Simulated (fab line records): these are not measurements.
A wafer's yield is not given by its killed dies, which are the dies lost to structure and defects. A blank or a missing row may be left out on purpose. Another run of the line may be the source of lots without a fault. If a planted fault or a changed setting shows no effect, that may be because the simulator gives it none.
Matching of chambers || flow n5_finfet || N5_BEOL_M2_ALD_98 on ald_sin-01 has 4 sister chambers
The step deposits SiO2, target thk 2.5 nm, pulse time 1 s, co reactant pulse time 1 s. 8 wafers are shown with their chamber, then 11 later ones without.

== EACH WAFER AND ITS CHAMBER ==
{"wafer": "L079.1", "chamber": 3, "heater_power_w (W)": 83, "precursor_pulse_height_rel": 1.010}
{"wafer": "L080.5", "chamber": 1, "heater_power_w (W)": 67, "precursor_pulse_height_rel": 0.986}
{"wafer": "L082.1", "chamber": 2, "heater_power_w (W)": 70, "precursor_pulse_height_rel": 1.020}
{"wafer": "L083.6", "chamber": 1, "heater_power_w (W)": 68, "precursor_pulse_height_rel": 1.012}
{"wafer": "L085.2", "chamber": 0, "heater_power_w (W)": 73, "precursor_pulse_height_rel": 0.997}
{"wafer": "L085.5", "chamber": 0, "heater_power_w (W)": 71, "precursor_pulse_height_rel": 0.995}
{"wafer": "L085.6", "chamber": 3, "heater_power_w (W)": 84, "precursor_pulse_height_rel": 0.979}
{"wafer": "L086.3", "chamber": 2, "heater_power_w (W)": 71, "precursor_pulse_height_rel": 1.036}

== WAFERS WITH NO CHAMBER GIVEN ==
{"wafer": "L086.4", "heater_power_w (W)": 72, "precursor_pulse_height_rel": 1.001}
{"wafer": "L086.5", "heater_power_w (W)": 84, "precursor_pulse_height_rel": 0.971}
{"wafer": "L087.1", "heater_power_w (W)": 69, "precursor_pulse_height_rel": 1.020}
{"wafer": "L087.4", "heater_power_w (W)": 72, "precursor_pulse_height_rel": 1.018}
{"wafer": "L087.5", "heater_power_w (W)": 85, "precursor_pulse_height_rel": 1.026}
{"wafer": "L093.1", "heater_power_w (W)": 67, "precursor_pulse_height_rel": 1.013}
{"wafer": "L093.4", "heater_power_w (W)": 86, "precursor_pulse_height_rel": 1.036}
{"wafer": "L093.6", "heater_power_w (W)": 71, "precursor_pulse_height_rel": 0.983}
{"wafer": "L097.1", "heater_power_w (W)": 70, "precursor_pulse_height_rel": 0.989}
{"wafer": "L097.3", "heater_power_w (W)": 85, "precursor_pulse_height_rel": 1.005}
{"wafer": "L097.6", "heater_power_w (W)": 72, "precursor_pulse_height_rel": 0.966}

== THE CHAMBER EACH PASSED THROUGH ==
{"wafer": "L086.4", "from the rows above": 0, "in truth": 0}
{"wafer": "L086.5", "from the rows above": 3, "in truth": 3}
{"wafer": "L087.1", "from the rows above": "can't be placed: 2 or 1 or 0", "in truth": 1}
{"wafer": "L087.4", "from the rows above": "can't be placed: 0 or 2", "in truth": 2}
{"wafer": "L087.5", "from the rows above": 3, "in truth": 3}
{"wafer": "L093.1", "from the rows above": 1, "in truth": 1}
{"wafer": "L093.4", "from the rows above": 3, "in truth": 3}
{"wafer": "L093.6", "from the rows above": "can't be placed: 0 or 2", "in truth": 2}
{"wafer": "L097.1", "from the rows above": "can't be placed: 0 or 2 or 1", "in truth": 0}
{"wafer": "L097.3", "from the rows above": 3, "in truth": 3}
{"wafer": "L097.6", "from the rows above": 0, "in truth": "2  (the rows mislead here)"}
Placed correctly: 6 of 11. Can't be placed from these rows: 4 (the true chamber is among the candidates in 4). Number placed wrongly: 1.
How it was worked out, from the rows above alone: a wafer's distance from a chamber is the root of the sum, over the readings, of the square of ((its reading less the chamber's mean) divided by the reading's scatter). If the next closest chamber is less than 2 further off than the closest, the wafer can't be placed; otherwise it belongs to the closest. A chamber's mean is the mean of its shown wafers. The scatter is the square root of a quotient: the sum, over the shown wafers, of each reading's squared deviation from its chamber's mean, divided by wafers minus chambers.
